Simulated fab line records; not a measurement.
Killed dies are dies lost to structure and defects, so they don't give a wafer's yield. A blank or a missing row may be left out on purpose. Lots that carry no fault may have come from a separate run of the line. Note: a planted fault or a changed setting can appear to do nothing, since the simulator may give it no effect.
A struck lot beside a sound one | flow n5-finfet | 25 steps out of a route of 1938
Sound: the wafers L433.3, L433.5, L433.6. The struck wafers were L426.1, L426.4, L426.6. At the end, the cause is stated.
Order at every step that has rows: each side's tool, ch and its chambers, its first start. Under that, the readings that differ: sound wafers | struck wafers | difference of the means | sigmas: that difference in standard deviations of wafers without a fault.
alike: readings whose means differ by less than 2 such deviations, and words and numbers that are the same on both sides. not compared: withheld readings, readings that some wafer has no value for, bounds like >300 that may hide the same value, and numbers for which the record gives no deviation and whose values overlap.
A row with sigmas, a row that says differs or no value, or rows on one side alone: a step with any of these is where the two part. Numbers that don't overlap but have no deviation are shown without sigmas and don't part them. Lack of a reading on every wafer of one side parts them only where that side has two or more wafers.

first, 11 steps without rows for these wafers: N5_BEOL_M2_ETCH_74 (etches underlayer in N2/H2, target depth 6.5 nm, time 5.2 s); N5_BEOL_M2_ETCH_63 (etches SiARC in CF4, target depth 15.6 nm, time 26 s); N5_BEOL_M2_ETCH_64 (etches SOC in N2/H2, target depth 75 nm, overetch 22.5 nm, time 121.9 s); N5_BEOL_M2_STRIP_65 (strips in N2/H2); N5_BEOL_M2_STRIP_75 (strips in N2/H2); N5_BEOL_M2_STRIP_66 (strips in CF4); N5_BEOL_M2_HM_OPEN_17 (chemistry Cl2/BCl3, target TiN, target depth 20 nm, overetch 6 nm); N5_BEOL_M2_STRIP_19 (strips in O2); N5_BEOL_M2_COAT_67 (time 60 s, resist thk 60 nm); N5_BEOL_M2_COAT_68 (time 60 s, resist thk 12 nm); N5_BEOL_M2_COAT_76 (time 60 s, resist thk 5 nm).
N5_BEOL_M2_COAT_22: resist thk 30 nm.
  sound on litho-track-04 ch 0, day 12 07:19; struck on litho-track-02 ch 0, day 11 07:31
  reading                                      | sound                | struck               | difference | sigmas
  spin-speed-rpm (rpm)                         | 1499.5 1499.7 1499.9 | 1420.4 1420.1 1420.3 | -79.4      | -79
  model.CAR-EUV_of_BEOL_M2_COAT_22.thk-nm (nm) | 30 29.8 29.8         | 30.6 30.8 30.8       | +0.9       |
  alike: dispense-pressure-kPa
then, 9 steps without rows for these wafers: N5_BEOL_M2_EBR_24; N5_BEOL_M2_SOFTBAKE_23 (time 60 s); N5_BEOL_M2_EXPOSE_25 (exposes mask V1, defocus 5 nm); N5_BEOL_M2_PEB_26 (peb time 60 s); N5_BEOL_M2_DEVELOP_27 (develop time 30 s); N5_BEOL_M2_DESCUM_33 (chemistry O2, time 7 s); N5_BEOL_M2_ETCH_77 (etches underlayer in N2/H2, target depth 6.5 nm, time 5.2 s); N5_BEOL_M2_ETCH_69 (etches SiARC in CF4, target depth 15.6 nm, time 26 s); N5_BEOL_M2_ALD_98 (deposits SiO2, target thk 2.5 nm, pulse time 1 s, co reactant pulse time 1 s).
N5_BEOL_M2_ETCHBACK_99: etches SiO2 in CHF3, target depth 5 nm, time 10.4 s.
  sound on rie-diel-04 ch 0,1,2, day 12 12:22; struck on rie-diel-06 ch 0,1,2, day 11 12:40
  reading                                      | sound          | struck         | difference | sigmas
  model.CAR-EUV_of_BEOL_M2_COAT_22.thk-nm (nm) | 10.4 10.4 10.2 | 11.2 11.2 11.2 | +0.9       |
  alike: drypump-motor-current-A, oes-product-au, rf-vpp-V, showerhead-plenum-p-Torr, throttle-valve-pct
  not compared: rf-hours-counter-h
then, 1 step without rows for these wafers: N5_BEOL_M2_ETCH_70 (etches SOC in N2/H2, target depth 80 nm, overetch 24 nm, time 130 s).
-- record jumps: 2 days separate the struck wafers' starts on either side; left off in module BEOL_M2, taken up again in module BEOL_M4, whose first shown step is the route's number 1111 --
N5_BEOL_M4_RC_MEAS_101:
  sound on prober-02 ch 0, day 14 22:01; struck on prober-01 ch 0, day 13 17:37
  reading       | sound          | struck         | difference | sigmas
  DIBL_N (mV/V) | 31.3 30.9 33.4 | 37.3 36.8 33.6 | +4.0       | +2
  DIBL_P (mV/V) | 31.4 31.4 34.2 | 40.1 37.6 34.6 | +5.1       | +2
  VT_N (mV)     | 258 260 257    | 249 249 253    | -8         | -2
  VT_P (mV)     | -261 -263 -262 | -251 -256 -257 | +7         | +2
  alike: IOFF_N, IOFF_P, ION_N, ION_P, SS_N, SS_P
-- record jumps: 5 days separate the struck wafers' starts on either side; left off in module BEOL_M4, taken up again in module PASSIVATION, whose first shown step is the route's number 1936 --
N5_PASSIVATION_PROBE_49:
  struck on prober-01, day 18 08:36; sound on prober-01, day 19 22:23
  reading              | sound          | struck | difference | sigmas
  sort_bin_8_speed (%) | 0.51 1.36 0.17 | 0 0 0  | -1         | -6
  alike: defect-limited-yield, killed_at_M0_to_M3, killed_at_M4_up, killed-at-contacts, killed-at-front-end, killed-at-other, killed-dies, killed-open, killed-short, sort_bin_5_function, sort_bin_6_memory, sort-n-pass, sort-yield-pct

== WHERE THEY PART ==
Earliest at N5_BEOL_M2_COAT_22; latest, in this record, at N5_PASSIVATION_PROBE_49.

WHY: what the simulator had put in
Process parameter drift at N5_BEOL_M2_COAT_22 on litho-track-02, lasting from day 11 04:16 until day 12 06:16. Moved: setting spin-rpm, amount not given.
